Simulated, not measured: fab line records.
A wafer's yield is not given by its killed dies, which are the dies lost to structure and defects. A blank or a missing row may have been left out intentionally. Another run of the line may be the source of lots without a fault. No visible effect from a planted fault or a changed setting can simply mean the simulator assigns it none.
Which tool did it? :: flow n5_finfet :: 30 wafers from 10 lots sampled at 6 of the route's 1938 steps

== WHAT THE GAUGES SHOWED, per wafer ==
Not one reading of a measure or inspect step in the record can be checked against a usual standard deviation.

== EACH LOT AND THE TOOL THAT RAN IT (in order: tool; ch and the chambers of the sampled wafers; start) ==
lot: L331
N5_BEOL_M4_SPUTTER_96: pvd_sputter-01, day 9 03:51
N5_BEOL_M4_PRE_CLEAN_60: cvd_co-01 ch 0,1,2, day 9 05:10
N5_BEOL_M5_CURE_79: uv_cure-02 ch 2, day 9 06:37
N5_BEOL_M5_PECVD_70: pecvd-03 ch 0,1, day 9 07:01
N5_BEOL_M5_CMP_52: cmp-02 ch 0,1, day 9 16:32
N5_PASSIVATION_PROBE_49: prober-02, day 13 20:44

lot: L332
N5_BEOL_M4_SPUTTER_96: pvd_sputter-03, day 9 07:17
N5_BEOL_M4_PRE_CLEAN_60: cvd_co-01 ch 0,1,2, day 9 08:06
N5_BEOL_M5_CURE_79: uv_cure-01 ch 0, day 9 09:29
N5_BEOL_M5_PECVD_70: pecvd-03 ch 0,1, day 9 09:57
N5_BEOL_M5_CMP_52: cmp-01 ch 0,3, day 9 22:33
N5_PASSIVATION_PROBE_49: prober-01, day 13 23:43

lot: L334
N5_BEOL_M4_SPUTTER_96: pvd_sputter-01, day 9 20:21
N5_BEOL_M4_PRE_CLEAN_60: cvd_co-02 ch 0,2, day 9 21:10
N5_BEOL_M5_CURE_79: uv_cure-02 ch 0, day 9 22:29
N5_BEOL_M5_PECVD_70: pecvd-03 ch 2, day 9 23:02
N5_BEOL_M5_CMP_52: cmp-01 ch 0,2, day 10 11:45
N5_PASSIVATION_PROBE_49: prober-01, day 14 04:38

lot: L333
N5_BEOL_M4_SPUTTER_96: pvd_sputter-02, day 10 00:32
N5_BEOL_M4_PRE_CLEAN_60: cvd_co-02 ch 0,1, day 10 01:22
N5_BEOL_M5_CURE_79: uv_cure-02 ch 2, day 10 02:48
N5_BEOL_M5_PECVD_70: pecvd-03 ch 1,2, day 10 03:16
N5_BEOL_M5_CMP_52: cmp-02 ch 0,1,2, day 10 13:10
N5_PASSIVATION_PROBE_49: -

lot: L336
N5_BEOL_M4_SPUTTER_96: pvd_sputter-01, day 10 07:05
N5_BEOL_M4_PRE_CLEAN_60: cvd_co-02 ch 1,2, day 10 08:16
N5_BEOL_M5_CURE_79: uv_cure-02 ch 0, day 10 09:40
N5_BEOL_M5_PECVD_70: pecvd-01 ch 0,1, day 10 10:08
N5_BEOL_M5_CMP_52: cmp-01 ch 0,3, day 10 23:28
N5_PASSIVATION_PROBE_49: -

lot: L338
N5_BEOL_M4_SPUTTER_96: pvd_sputter-02, day 10 20:48
N5_BEOL_M4_PRE_CLEAN_60: cvd_co-01 ch 0,1, day 10 21:37
N5_BEOL_M5_CURE_79: uv_cure-02 ch 2, day 10 23:08
N5_BEOL_M5_PECVD_70: pecvd-02 ch 0,1,2, day 10 23:38
N5_BEOL_M5_CMP_52: cmp-03 ch 2,3, day 11 10:53
N5_PASSIVATION_PROBE_49: prober-01, day 15 06:20

lot: L339
N5_BEOL_M4_SPUTTER_96: pvd_sputter-03, day 11 05:53
N5_BEOL_M4_PRE_CLEAN_60: cvd_co-01 ch 0,1,2, day 11 06:42
N5_BEOL_M5_CURE_79: uv_cure-02 ch 2, day 11 08:13
N5_BEOL_M5_PECVD_70: pecvd-02 ch 0,1, day 11 08:46
N5_BEOL_M5_CMP_52: cmp-01 ch 1,2,3, day 11 17:58
N5_PASSIVATION_PROBE_49: -

lot: L341
N5_BEOL_M4_SPUTTER_96: pvd_sputter-03, day 12 13:34
N5_BEOL_M4_PRE_CLEAN_60: cvd_co-01 ch 0,1,2, day 12 14:25
N5_BEOL_M5_CURE_79: uv_cure-02 ch 1, day 12 15:44
N5_BEOL_M5_PECVD_70: pecvd-02 ch 0,1,2, day 12 16:17
N5_BEOL_M5_CMP_52: cmp-01 ch 0,1,3, day 13 06:34
N5_PASSIVATION_PROBE_49: prober-02, day 17 12:46

lot: L348
N5_BEOL_M4_SPUTTER_96: pvd_sputter-01, day 13 05:43
N5_BEOL_M4_PRE_CLEAN_60: cvd_co-02 ch 0,1, day 13 06:33
N5_BEOL_M5_CURE_79: uv_cure-02 ch 0, day 13 07:56
N5_BEOL_M5_PECVD_70: pecvd-01 ch 1,2, day 13 08:25
N5_BEOL_M5_CMP_52: cmp-02 ch 0,1,2, day 13 19:21
N5_PASSIVATION_PROBE_49: prober-01, day 17 13:19

lot: L349
N5_BEOL_M4_SPUTTER_96: pvd_sputter-03, day 14 09:44
N5_BEOL_M4_PRE_CLEAN_60: cvd_co-02 ch 0,1, day 14 10:33
N5_BEOL_M5_CURE_79: uv_cure-01 ch 2, day 14 11:59
N5_BEOL_M5_PECVD_70: pecvd-03 ch 0,2, day 14 12:27
N5_BEOL_M5_CMP_52: cmp-01 ch 0,1,2, day 15 00:29
N5_PASSIVATION_PROBE_49: -
- N5_BEOL_M4_SPUTTER_96: material Cu, target thk 4.5 nm, time 8.29 s.
- N5_BEOL_M4_PRE_CLEAN_60: time 15 s.
- N5_BEOL_M5_CURE_79: cures SiCOH lowk, time 240 s.
- N5_BEOL_M5_PECVD_70: deposits SiO2 from TEOS/O2, target thk 16 nm, time 18 s.
- N5_BEOL_M5_CMP_52: polishes, stops on SiCOH lowk, t overpolish 6.9 s, target thk 62 nm.
- N5_PASSIVATION_PROBE_49

== AS READ BY THE TOOLS THEMSELVES (means over the sampled wafers that have a number; for cases with no such wafer, the mark the record gives instead) ==
N5_BEOL_M4_SPUTTER_96. Usual: 30.3 % for throttle_valve_pct, sd 1.1.
lot: L331
tool: pvd_sputter-01
throttle_valve_pct (%): 30.5
flag: 

lot: L332
tool: pvd_sputter-03
throttle_valve_pct (%): 31.1
flag: 

lot: L334
tool: pvd_sputter-01
throttle_valve_pct (%): 31.2
flag: 

lot: L333
tool: pvd_sputter-02
throttle_valve_pct (%): 29.1
flag: 

lot: L336
tool: pvd_sputter-01
throttle_valve_pct (%): 30.8
flag: 

lot: L338
tool: pvd_sputter-02
throttle_valve_pct (%): 29.3
flag: 

lot: L339
tool: pvd_sputter-03
throttle_valve_pct (%): 30.6
flag: 

lot: L341
tool: pvd_sputter-03
throttle_valve_pct (%): 29.8
flag: 

lot: L348
tool: pvd_sputter-01
throttle_valve_pct (%): 30.4
flag: 

lot: L349
tool: pvd_sputter-03
throttle_valve_pct (%): 30.3
flag: 

N5_BEOL_M4_PRE_CLEAN_60. Usual: 84 W for heater_power_w, sd 14.
lot: L331
tool: cvd_co-01
heater_power_w (W): 83
flag: 

lot: L332
tool: cvd_co-01
heater_power_w (W): 84
flag: 

lot: L334
tool: cvd_co-02
heater_power_w (W): 88
flag: 

lot: L333
tool: cvd_co-02
heater_power_w (W): 85
flag: 

lot: L336
tool: cvd_co-02
heater_power_w (W): 79
flag: 

lot: L338
tool: cvd_co-01
heater_power_w (W): 96
flag: 

lot: L339
tool: cvd_co-01
heater_power_w (W): 84
flag: 

lot: L341
tool: cvd_co-01
heater_power_w (W): 85
flag: 

lot: L348
tool: cvd_co-02
heater_power_w (W): 83
flag: 

lot: L349
tool: cvd_co-02
heater_power_w (W): 85
flag: 

N5_BEOL_M5_CURE_79. Usual: lamp_power_pct 52.31 %, standard deviation 0.052; wafer_temp_C_max 386.8, standard deviation 0.6.
lot: L331
tool: uv_cure-02
lamp_power_pct (%): 52.35
wafer_temp_C_max: 387.0
flag: 

lot: L332
tool: uv_cure-01
lamp_power_pct (%): 52.33
wafer_temp_C_max: 387.3
flag: 

lot: L334
tool: uv_cure-02
lamp_power_pct (%): 52.30
wafer_temp_C_max: 387.5
flag: 

lot: L333
tool: uv_cure-02
lamp_power_pct (%): 52.30
wafer_temp_C_max: 386.8
flag: 

lot: L336
tool: uv_cure-02
lamp_power_pct (%): 52.28
wafer_temp_C_max: 386.9
flag: 

lot: L338
tool: uv_cure-02
lamp_power_pct (%): 52.29
wafer_temp_C_max: 387.3
flag: 

lot: L339
tool: uv_cure-02
lamp_power_pct (%): 52.28
wafer_temp_C_max: 386.6
flag: 

lot: L341
tool: uv_cure-02
lamp_power_pct (%): 52.34
wafer_temp_C_max: 387.9
flag: 

lot: L348
tool: uv_cure-02
lamp_power_pct (%): 52.31
wafer_temp_C_max: 388.1
flag: 

lot: L349
tool: uv_cure-01
lamp_power_pct (%): 52.30
wafer_temp_C_max: 386.6
flag: 

N5_BEOL_M5_PECVD_70. Usual: heater_power_w 732 W, standard deviation 68; showerhead_plenum_p_Torr 8.81 Torr, standard deviation 0.059; throttle_valve_pct 22.1 %, standard deviation 1.6.
lot: L331
tool: pecvd-03
heater_power_w (W): 665
showerhead_plenum_p_Torr (Torr): 8.87
throttle_valve_pct (%): 23.2
flag: 

lot: L332
tool: pecvd-03
heater_power_w (W): 666
showerhead_plenum_p_Torr (Torr): 8.85
throttle_valve_pct (%): 22.5
flag: 

lot: L334
tool: pecvd-03
heater_power_w (W): 805
showerhead_plenum_p_Torr (Torr): 8.77
throttle_valve_pct (%): 21.5
flag: 

lot: L333
tool: pecvd-03
heater_power_w (W): 766
showerhead_plenum_p_Torr (Torr): 8.81
throttle_valve_pct (%): 22.4
flag: 

lot: L336
tool: pecvd-01
heater_power_w (W): 787
showerhead_plenum_p_Torr (Torr): 8.84
throttle_valve_pct (%): 22.9
flag: 

lot: L338
tool: pecvd-02
heater_power_w (W): 757
showerhead_plenum_p_Torr (Torr): 8.81
throttle_valve_pct (%): 23.4
flag: 

lot: L339
tool: pecvd-02
heater_power_w (W): 751
showerhead_plenum_p_Torr (Torr): 8.77
throttle_valve_pct (%): 23.9
flag: 

lot: L341
tool: pecvd-02
heater_power_w (W): 744
showerhead_plenum_p_Torr (Torr): 8.82
throttle_valve_pct (%): 23.2
flag: 

lot: L348
tool: pecvd-01
heater_power_w (W): 765
showerhead_plenum_p_Torr (Torr): 8.76
throttle_valve_pct (%): 20.6
flag: 

lot: L349
tool: pecvd-03
heater_power_w (W): 742
showerhead_plenum_p_Torr (Torr): 8.78
throttle_valve_pct (%): 21.7
flag: 

N5_BEOL_M5_CMP_52. Usual: barrier_field_endpoint_s 24.9 s, standard deviation 0.71; clearing_platen_rpm 49.999 rpm, standard deviation 0.024; motor_current_A 6.0 A, standard deviation 0.47; overpolish_run_s 6.900 s, standard deviation 0.0097; slurry_filter_dp_kPa 13.49 kPa, standard deviation 0.13; time_to_endpoint_s 63 s, standard deviation 3.8.
lot: L331
tool: cmp-02
barrier_field_endpoint_s (s): 25.5
clearing_platen_rpm (rpm): 49.972
motor_current_A (A): 5.7
overpolish_run_s (s): 6.897
slurry_filter_dp_kPa (kPa): 13.59
time_to_endpoint_s (s): 64
flag: 

lot: L332
tool: cmp-01
barrier_field_endpoint_s (s): 25.6
clearing_platen_rpm (rpm): 50.001
motor_current_A (A): 6.1
overpolish_run_s (s): 6.895
slurry_filter_dp_kPa (kPa): 13.41
time_to_endpoint_s (s): 64
flag: 

lot: L334
tool: cmp-01
barrier_field_endpoint_s (s): 24.5
clearing_platen_rpm (rpm): 49.967
motor_current_A (A): 6.2
overpolish_run_s (s): 6.902
slurry_filter_dp_kPa (kPa): 13.63
time_to_endpoint_s (s): 63
flag: 

lot: L333
tool: cmp-02
barrier_field_endpoint_s (s): 24.4
clearing_platen_rpm (rpm): 49.990
motor_current_A (A): 5.9
overpolish_run_s (s): 6.908
slurry_filter_dp_kPa (kPa): 13.62
time_to_endpoint_s (s): 60
flag: 

lot: L336
tool: cmp-01
barrier_field_endpoint_s (s): 24.8
clearing_platen_rpm (rpm): 49.963
motor_current_A (A): 6.3
overpolish_run_s (s): 6.915
slurry_filter_dp_kPa (kPa): 13.52
time_to_endpoint_s (s): 64
flag: 

lot: L338
tool: cmp-03
barrier_field_endpoint_s (s): 41.3
clearing_platen_rpm (rpm): 49.988
motor_current_A (A): 6.4
overpolish_run_s (s): 0.046
slurry_filter_dp_kPa (kPa): 13.44
time_to_endpoint_s (s): 62
flag: OFF

lot: L339
tool: cmp-01
barrier_field_endpoint_s (s): 25.1
clearing_platen_rpm (rpm): 49.986
motor_current_A (A): 5.9
overpolish_run_s (s): 6.913
slurry_filter_dp_kPa (kPa): 13.51
time_to_endpoint_s (s): 64
flag: 

lot: L341
tool: cmp-01
barrier_field_endpoint_s (s): 25.3
clearing_platen_rpm (rpm): 49.986
motor_current_A (A): 6.2
overpolish_run_s (s): 6.903
slurry_filter_dp_kPa (kPa): 13.49
time_to_endpoint_s (s): 64
flag: 

lot: L348
tool: cmp-02
barrier_field_endpoint_s (s): 41.4
clearing_platen_rpm (rpm): 50.014
motor_current_A (A): 5.9
overpolish_run_s (s): 0.038
slurry_filter_dp_kPa (kPa): 13.47
time_to_endpoint_s (s): 59
flag: OFF

lot: L349
tool: cmp-01
barrier_field_endpoint_s (s): 24.5
clearing_platen_rpm (rpm): 50.027
motor_current_A (A): 5.8
overpolish_run_s (s): 6.903
slurry_filter_dp_kPa (kPa): 13.51
time_to_endpoint_s (s): 66
flag: 

N5_PASSIVATION_PROBE_49. Usual: defect_limited_yield 91.4 %, standard deviation 1.3; killed_at_M0_to_M3 34, standard deviation 10; killed_at_M4_up 14, standard deviation 5.6; killed_at_contacts 13, standard deviation 5.9; killed_at_front_end 37, standard deviation 9.9; killed_at_other 3.5, standard deviation 2.8; killed_dies 101, standard deviation 15; killed_on_rim 13, standard deviation 3.9; killed_open 67, standard deviation 12; killed_short 32, standard deviation 6.6; sort_bin_5_function 5.0 %, standard deviation 0.81; sort_bin_6_memory 3.2 %, standard deviation 0.66; sort_n_pass 1079, standard deviation 15; sort_yield_pct 91.4 %, standard deviation 1.3.
lot: L331
tool: prober-02
defect_limited_yield (%): 91.5
killed_at_M0_to_M3: 36
killed_at_M4_up: 13
killed_at_contacts: 14
killed_at_front_end: 36
killed_at_other: 2.0
killed_dies: 101
killed_on_rim: 11
killed_open: 71
killed_short: 29
sort_bin_5_function (%): 5.4
sort_bin_6_memory (%): 2.8
sort_n_pass: 1079
sort_yield_pct (%): 91.5
flag: 

lot: L332
tool: prober-01
defect_limited_yield (%): 92.1
killed_at_M0_to_M3: 36
killed_at_M4_up: 22
killed_at_contacts: 9
killed_at_front_end: 24
killed_at_other: 1.3
killed_dies: 93
killed_on_rim: 13
killed_open: 66
killed_short: 26
sort_bin_5_function (%): 4.9
sort_bin_6_memory (%): 2.8
sort_n_pass: 1087
sort_yield_pct (%): 92.1
flag: 

lot: L334
tool: prober-01
defect_limited_yield (%): 90.0
killed_at_M0_to_M3: 34
killed_at_M4_up: 16
killed_at_contacts: 14
killed_at_front_end: 47
killed_at_other: 5.3
killed_dies: 117
killed_on_rim: 20
killed_open: 76
killed_short: 39
sort_bin_5_function (%): 5.9
sort_bin_6_memory (%): 3.4
sort_n_pass: 1063
sort_yield_pct (%): 90.0
flag: 

lot: L338
tool: prober-01
defect_limited_yield (%): 92.4
killed_at_M0_to_M3: 19
killed_at_M4_up: 11
killed_at_contacts: 18
killed_at_front_end: 36
killed_at_other: 4.3
killed_dies: 89
killed_on_rim: 11
killed_open: 57
killed_short: 30
sort_bin_5_function (%): 4.4
sort_bin_6_memory (%): 2.6
sort_n_pass: 1091
sort_yield_pct (%): 92.4
flag: 

lot: L341
tool: prober-02
defect_limited_yield (%): 88.6
killed_at_M0_to_M3: 51
killed_at_M4_up: 18
killed_at_contacts: 10
killed_at_front_end: 42
killed_at_other: 13.0
killed_dies: 134
killed_on_rim: 19
killed_open: 94
killed_short: 40
sort_bin_5_function (%): 6.3
sort_bin_6_memory (%): 4.7
sort_n_pass: 1046
sort_yield_pct (%): 88.6
flag: OFF

lot: L348
tool: prober-01
defect_limited_yield (%): 91.2
killed_at_M0_to_M3: 45
killed_at_M4_up: 18
killed_at_contacts: 8
killed_at_front_end: 30
killed_at_other: 4.0
killed_dies: 104
killed_on_rim: 11
killed_open: 71
killed_short: 33
sort_bin_5_function (%): 5.2
sort_bin_6_memory (%): 3.4
sort_n_pass: 1076
sort_yield_pct (%): 91.2
flag: 

== THE ANSWER, worked out from the rows above alone ==
Rule: lot off if the mean of its wafers having a number is beyond 3 standard deviations from the usual mean. A lot without any number at a reading at which 4 lots or more have one is off too. The other lots that the step has rows for count as sound. The gauges are gone through in route order, then the tools' own readings, and for those a lot's mean is taken as printed above. At the first step where some lot is off, the reading lying furthest off is the one used; lots without a number count as furthest.
Off: L338, L348 (N5_BEOL_M5_CMP_52, overpolish_run_s).
If a tool, at that step or one of the process steps before it, ran each lot that is off and ran no sound lot following the first of them, it fits. Of those tried, none fits.

== WHAT THE SIMULATOR HAD PUT IN ==
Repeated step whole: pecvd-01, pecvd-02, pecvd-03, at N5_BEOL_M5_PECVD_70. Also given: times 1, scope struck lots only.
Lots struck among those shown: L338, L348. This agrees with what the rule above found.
